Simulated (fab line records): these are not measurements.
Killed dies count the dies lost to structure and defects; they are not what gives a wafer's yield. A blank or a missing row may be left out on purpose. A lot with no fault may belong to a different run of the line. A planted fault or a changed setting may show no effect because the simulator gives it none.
Matching of chambers / flow nand-harc / NHARC_P_M1_CMP_23 on cmp-03 has 4 sister chambers
The step polishes, t overpolish 20 s, target thk 157.82 nm. 8 wafers are shown with their chamber, then 8 later ones without.

## WAFERS, EACH WITH ITS CHAMBER
wafer=L078.6; chamber=2; motor-current-A (A)=10.6; time-to-endpoint-s (s)=31
wafer=L084.2; chamber=3; motor-current-A (A)=11.1; time-to-endpoint-s (s)=25
wafer=L084.3; chamber=1; motor-current-A (A)=13.3; time-to-endpoint-s (s)=32
wafer=L084.6; chamber=1; motor-current-A (A)=13.7; time-to-endpoint-s (s)=31
wafer=L089.1; chamber=3; motor-current-A (A)=11.0; time-to-endpoint-s (s)=30
wafer=L089.2; chamber=2; motor-current-A (A)=10.3; time-to-endpoint-s (s)=36
wafer=L089.3; chamber=0; motor-current-A (A)=13.3; time-to-endpoint-s (s)=32
wafer=L093.1; chamber=0; motor-current-A (A)=14.6; time-to-endpoint-s (s)=31

## WAFERS WITHOUT THEIR CHAMBER
wafer=L093.3; motor-current-A (A)=11.0; time-to-endpoint-s (s)=28
wafer=L093.5; motor-current-A (A)=14.1; time-to-endpoint-s (s)=29
wafer=L095.2; motor-current-A (A)=10.8; time-to-endpoint-s (s)=29
wafer=L095.3; motor-current-A (A)=13.8; time-to-endpoint-s (s)=32
wafer=L095.6; motor-current-A (A)=11.1; time-to-endpoint-s (s)=27
wafer=L096.1; motor-current-A (A)=10.9; time-to-endpoint-s (s)=27
wafer=L096.2; motor-current-A (A)=13.8; time-to-endpoint-s (s)=33
wafer=L096.4; motor-current-A (A)=13.3; time-to-endpoint-s (s)=33

## WHICH CHAMBER EACH ONE RAN IN
wafer=L093.3; from the rows above=3; in truth=3
wafer=L093.5; from the rows above=can't be placed: 0 or 1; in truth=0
wafer=L095.2; from the rows above=can't be placed: 3 or 2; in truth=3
wafer=L095.3; from the rows above=can't be placed: 0 or 1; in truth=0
wafer=L095.6; from the rows above=3; in truth=3
wafer=L096.1; from the rows above=3; in truth=3
wafer=L096.2; from the rows above=can't be placed: 0 or 1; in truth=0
wafer=L096.4; from the rows above=can't be placed: 1 or 0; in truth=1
Correct placement for 3 of the 8. These rows do not allow placing 5 (true chamber among the candidates in 5). Number placed wrongly: 0.
How it was worked out, from the rows above alone: a wafer's distance from a chamber is the root of the sum, over the readings, of the square of ((its reading less the chamber's mean) divided by the reading's scatter). The wafer belongs to the nearest chamber; if the next one is less than 2 further off, it can't be placed. A chamber's mean is the mean of its shown wafers. The scatter: the root of (the sum of the squares of (reading less its chamber's mean) over the shown wafers, divided by (wafers less chambers)).
